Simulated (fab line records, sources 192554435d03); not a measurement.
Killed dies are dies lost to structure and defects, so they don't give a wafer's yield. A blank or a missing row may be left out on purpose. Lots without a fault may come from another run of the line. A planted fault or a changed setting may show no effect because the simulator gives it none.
Split-lot experiment | flow n5_finfet | 7 lots, 21 wafers read, on a route of 1938 steps

THE SPLIT
At N5_BEOL_M13_ETCH_59 (etches BARC in N2/H2, target depth 89 nm, overetch 26.7 nm, time 67.9 s), the setting time_s was moved away from the recipe's 67.9 s on 5 of the 21 wafers read, by -16.6% to +16.1%. The other wafers ran this setting at the recipe's value.

The reading is taken at the split's own step.

THE READING
coat_of_BEOL_M13_COAT_04.thk_nm (the simulator's own value, which no gauge read), in nm, at N5_BEOL_M13_ETCH_59 (etches BARC in N2/H2, target depth 89 nm, overetch 26.7 nm, time 67.9 s). The file gives no usual value for it. The 16 wafers here that ran the recipe average 316.9 nm, standard deviation 1.9 nm.

wafer  | tool, chamber at the split | time_s as run, s | against the recipe | coat_of_BEOL_M13_COAT_04.thk_nm, nm | against lot-mates on the recipe
L075.2 | rie_diel-03, 3             | 67.9             | recipe             | 317.4                               | -
L075.3 | rie_diel-03, 0             | 67.9             | recipe             | 320.8                               | -
L075.4 | rie_diel-03, 1             | 67.9             | recipe             | 317.4                               | -
L077.4 | rie_diel-05, 1             | 67.9             | recipe             | 319.4                               | -
L077.5 | rie_diel-05, 2             | 78.84            | +16.1%             | 306.4                               | -12.9
L077.6 | rie_diel-05, 1             | 67.9             | recipe             | 319.2                               | -
L079.4 | rie_diel-05, 0             | 76.34            | +12.4%             | 308                                 | -7.2
L079.5 | rie_diel-05, 0             | 67.9             | recipe             | 315.2                               | -
L079.6 | rie_diel-05, 3             | 76.34            | +12.4%             | 309.6                               | -5.6
L085.2 | rie_diel-05, 0             | 67.9             | recipe             | 314.4                               | -
L085.4 | rie_diel-05, 1             | 67.9             | recipe             | 318                                 | -
L085.6 | rie_diel-05, 3             | 67.9             | recipe             | 319                                 | -
L086.2 | rie_diel-05, 3             | 72.56            | +6.9%              | 314.2                               | -2.3
L086.4 | rie_diel-05, 0             | 67.9             | recipe             | 317.6                               | -
L086.5 | rie_diel-05, 2             | 67.9             | recipe             | 315.4                               | -
L088.2 | rie_diel-05, 0             | 67.9             | recipe             | 315.6                               | -
L088.5 | rie_diel-05, 1             | 67.9             | recipe             | 315.8                               | -
L088.6 | rie_diel-05, 2             | 56.61            | -16.6%             | 326                                 | +10.3
L097.1 | rie_diel-03, 3             | 67.9             | recipe             | 315                                 | -
L097.3 | rie_diel-03, 2             | 67.9             | recipe             | 314.4                               | -
L097.6 | rie_diel-03, 3             | 67.9             | recipe             | 316                                 | -

THE FIT
A straight line over all 21 wafers: coat_of_BEOL_M13_COAT_04.thk_nm changes by -0.604 nm for each +1% of time_s; r = -0.91; the points scatter about the line by 1.8 nm.
The same after taking each lot's own level away (the mean of its wafers on the recipe; 21 wafers): -0.624 nm for each +1%; r = -0.94; scatter 1.5 nm.
On that fit, the largest move of time_s shifts the reading by 10 nm.
The lots' own levels span 315.13 to 319.30 nm, that is 2.2 times the standard deviation above.
So the lot-to-lot level changes the slope little: the two slopes agree.
Check: with one of the wafers moved furthest among these (-16.6%) left out of the fit, the line predicts +10.6 nm for it against its lot-mates. It came out at +10.3 nm against them.

OTHER SPLITS ON THESE WAFERS
These wafers also went through other splits before the reading. Each is held against what the fit with the lots' levels taken away leaves over:
other split on the same wafers | wafers away from the commonest value | r with coat_of_BEOL_M13_COAT_04.thk_nm (lot level and that fit taken away)
N5_BEOL_M11_ALD_74 ald_cycles  | 5                                    | +0.04
N5_BEOL_M13_COAT_58 spin_rpm   | 6                                    | +0.62

THE FILE'S OWN FIT
coat_of_BEOL_M13_COAT_04.thk_nm changes by -0.643 nm for each +1% of time_s, r = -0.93.
